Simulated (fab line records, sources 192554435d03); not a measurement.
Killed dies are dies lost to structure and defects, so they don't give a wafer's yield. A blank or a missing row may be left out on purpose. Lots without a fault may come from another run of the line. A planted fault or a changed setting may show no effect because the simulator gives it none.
One fault seen from 2 desks | flow n5_finfet | each desk has only its own numbers; what lay behind them comes last

THE METROLOGY DESK
What the gauges read, lot by lot, whatever tool the lot ran on: means of the sampled wafers that have a number. A lot is out of limits, marked OUT, if its mean lies more than 4 standard deviations from the usual mean; the brackets give that distance.
Columns: A = trench_depth_nm at N5_BEOL_M12_OCD_MEAS_35, usual 318 nm
lot  | first seen here | A
L175 | day 11 02:51    | 316
L177 | day 11 08:26    | 317
L178 | day 11 12:51    | 317
L179 | day 11 23:31    | 322
L180 | day 12 08:23    | 318
L182 | day 12 16:56    | 317
L181 | day 12 22:06    | 320
L185 | day 13 18:05    | 320
L196 | day 15 21:25    | 322
L195 | day 16 09:56    | 321
L194 | day 17 01:57    | 313
L198 | day 17 22:27    | 315
This desk's finding: nothing out of limits on any of the 12 lots.

THE TOOL OWNER'S DESK: cmp-02
The tool's own readings at N5_BEOL_M12_CMP_49 (polishes, stops on SiOC, t overpolish 20.6 s, target thk 320 nm): means of the sampled wafers that have a number, for each lot that ran on this tool. A lot is out of limits, marked OUT, if its mean lies more than 4 standard deviations from the usual mean; the brackets give that distance.
Columns: A = barrier_field_endpoint_s at N5_BEOL_M12_CMP_49, usual 30.3 s; B = clearing_platen_rpm at N5_BEOL_M12_CMP_49, usual 50.001 rpm; C = edge_zone_pressure_frac at N5_BEOL_M12_CMP_49, usual 0.999; D = head_pressure_psi at N5_BEOL_M12_CMP_49, usual 1.0000 psi; E = motor_current_A at N5_BEOL_M12_CMP_49, usual 5.8 A; F = overpolish_run_s at N5_BEOL_M12_CMP_49, usual 20.600 s
lot  | first seen here | A    | B      | C     | D                | E   | F
L177 | day 11 10:21    | 30.7 | 50.020 | 1.001 | 1.0012           | 5.8 | 20.597
L178 | day 11 18:41    | 30.4 | 50.023 | 1.003 | 1.0002           | 5.6 | 20.596
L180 | day 12 10:31    | 29.6 | 50.011 | 0.994 | 0.9985           | 5.8 | 20.609
L182 | day 12 21:56    | 29.4 | 50.019 | 0.999 | 0.9986           | 6.1 | 20.606
L181 | day 13 01:41    | 28.0 | 50.016 | 0.999 | 1.0513 (+24) OUT | 6.1 | 20.597
L185 | day 13 20:06    | 28.6 | 49.953 | 1.001 | 1.0498 (+24) OUT | 5.8 | 20.609
L195 | day 16 12:05    | 29.3 | 50.007 | 1.000 | 1.0006           | 5.9 | 20.593
This desk's finding: out of limits on L181, L185; first on L181, day 13 01:41 (head_pressure_psi at N5_BEOL_M12_CMP_49). In limits: L177, L178, L180, L182, L195.

PUT TOGETHER
The tool owner's desk could have raised an alarm at day 13 01:41, on L181, L185.
The metrology desk saw nothing out of limits.
The metrology desk has L181, L185 on record, within its limits.
Of the lots named, all ran N5_BEOL_M12_CMP_49 on cmp-02.

WHAT THE SIMULATOR HAD PUT IN
Process parameter drift: cmp-02, from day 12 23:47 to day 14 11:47, at N5_BEOL_M12_CMP_49. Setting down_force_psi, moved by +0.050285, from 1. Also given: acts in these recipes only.
Lots struck among those shown: L181, L185.
Hours from the fault's start to each desk's first reading out of limits: the tool owner's desk, 2.
